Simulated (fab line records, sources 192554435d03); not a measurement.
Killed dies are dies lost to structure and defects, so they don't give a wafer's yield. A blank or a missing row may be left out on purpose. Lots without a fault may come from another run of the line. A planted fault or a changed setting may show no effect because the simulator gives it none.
Split-lot experiment | flow n5_finfet | 7 lots, 21 wafers read, on a route of 1938 steps

THE SPLIT
At N5_BEOL_M6_HM_DEP_02 (deposits TiN, target thk 20 nm), the setting target_thk_a was moved away from the recipe's 200 angstrom on 11 of the 21 wafers read, by -11.8% to +13.5%. The other wafers ran this setting at the recipe's value.

FROM THE SPLIT TO THE READING: what the file shows between them, 3 steps
- N5_BEOL_M6_ETCH_62: etches SOC in N2/H2, target depth 110 nm, overetch 22 nm, time 165 s (also split here: bias_w)
- N5_BEOL_M6_STRIP_68: strips in N2/H2
- N5_BEOL_M6_STRIP_67: strips in CF4

THE READING
etch.depth_nm (the simulator's own value, which no gauge read), in nm, at N5_BEOL_M6_HM_OPEN_17 (chemistry Cl2/BCl3, target TiN, target depth 20 nm, overetch 6 nm). The file gives no usual value for it. The 10 wafers here that ran the recipe average 20.16 nm, standard deviation 0.27 nm.

wafer  | tool, chamber at the split | target_thk_a as run, angstrom | against the recipe | etch.depth_nm, nm | against lot-mates on the recipe
L078.1 | pvd_sputter-01, -          | 184.4                         | -7.8%              | 18.86             | no lot-mate on the recipe
L078.2 | pvd_sputter-01, -          | 184.4                         | -7.8%              | 18.46             | no lot-mate on the recipe
L078.6 | pvd_sputter-01, -          | 184.4                         | -7.8%              | 18.8              | no lot-mate on the recipe
L077.3 | pvd_sputter-03, -          | 208.3                         | +4.2%              | 20.99             | +0.80
L077.5 | pvd_sputter-03, -          | 200                           | recipe             | 20.19             | -
L077.6 | pvd_sputter-03, -          | 208.3                         | +4.2%              | 21.02             | +0.83
L082.3 | pvd_sputter-02, -          | 226.9                         | +13.5%             | 22.95             | +2.80
L082.4 | pvd_sputter-02, -          | 226.9                         | +13.5%             | 22.79             | +2.64
L082.5 | pvd_sputter-02, -          | 200                           | recipe             | 20.15             | -
L090.1 | pvd_sputter-03, -          | 187.9                         | -6.0%              | 18.89             | -1.12
L090.3 | pvd_sputter-03, -          | 200                           | recipe             | 20.01             | -
L090.6 | pvd_sputter-03, -          | 187.9                         | -6.0%              | 18.91             | -1.10
L092.1 | pvd_sputter-02, -          | 200                           | recipe             | 20.64             | -
L092.2 | pvd_sputter-02, -          | 200                           | recipe             | 20.26             | -
L092.6 | pvd_sputter-02, -          | 200                           | recipe             | 20.48             | -
L095.3 | pvd_sputter-03, -          | 176.4                         | -11.8%             | 17.64             | -2.21
L095.5 | pvd_sputter-03, -          | 176.4                         | -11.8%             | 17.85             | -2.00
L095.6 | pvd_sputter-03, -          | 200                           | recipe             | 19.85             | -
L094.3 | pvd_sputter-01, -          | 200                           | recipe             | 19.65             | -
L094.4 | pvd_sputter-01, -          | 200                           | recipe             | 20.25             | -
L094.6 | pvd_sputter-01, -          | 200                           | recipe             | 20.17             | -

THE FIT
A straight line over all 21 wafers: etch.depth_nm changes by +0.2 nm for each +1% of target_thk_a; r = +0.99; the points scatter about the line by 0.22 nm.
The same after taking each lot's own level away (the mean of its wafers on the recipe; 18 wafers): +0.191 nm for each +1%; r = +0.99; scatter 0.16 nm.
On that fit, the largest move of target_thk_a shifts the reading by 2.6 nm.
The lots' own levels span 19.850 to 20.460 nm, that is 2.3 times the standard deviation above.
So the lot-to-lot level changes the slope little: the two slopes agree.
Check: with one of the wafers moved furthest among these (+13.5%) left out of the fit, the line predicts +2.53 nm for it against its lot-mates. It came out at +2.8 nm against them.

OTHER SPLITS ON THESE WAFERS
These wafers also went through other splits before the reading. Each is held against what the fit with the lots' levels taken away leaves over:
other split on the same wafers | wafers away from the commonest value | r with etch.depth_nm (lot level and that fit taken away)
N5_BEOL_M2_COAT_67 spin_rpm    | 8                                    | -0.20
N5_BEOL_M3_PECVD_72 time_s     | 6                                    | +0.55
N5_BEOL_M4_ETCH_70 source_w    | 7                                    | +0.09
N5_BEOL_M5_ILD_DEP_00 time_s   | 3                                    | -0.12
N5_BEOL_M5_COAT_71 spin_rpm    | 4                                    | -0.02
N5_BEOL_M6_PECVD_70 temp_c     | 5                                    | +0.11
N5_BEOL_M6_ETCH_62 bias_w      | 8                                    | +0.18

THE WHOLE CHAIN: every reading that the file lists as answering this split, in the file's order
step                  | what it does                                                      | reading                                                                          | change (the file's fit)               | r (the file's)
N5_BEOL_M6_HM_DEP_02  | deposits TiN, target thk 20 nm                                    | TiN_of_BEOL_M6_HM_DEP_02.thk_nm (the simulator's own value, which no gauge read) | +0.19 nm for each +1% of the setting  | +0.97
N5_BEOL_M6_HM_OPEN_17 | chemistry Cl2/BCl3, target TiN, target depth 20 nm, overetch 6 nm | etch.depth_nm (the simulator's own value, which no gauge read)                   | +0.191 nm for each +1% of the setting | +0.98

THE FILE'S OWN FIT
etch.depth_nm changes by +0.191 nm for each +1% of target_thk_a, r = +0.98.
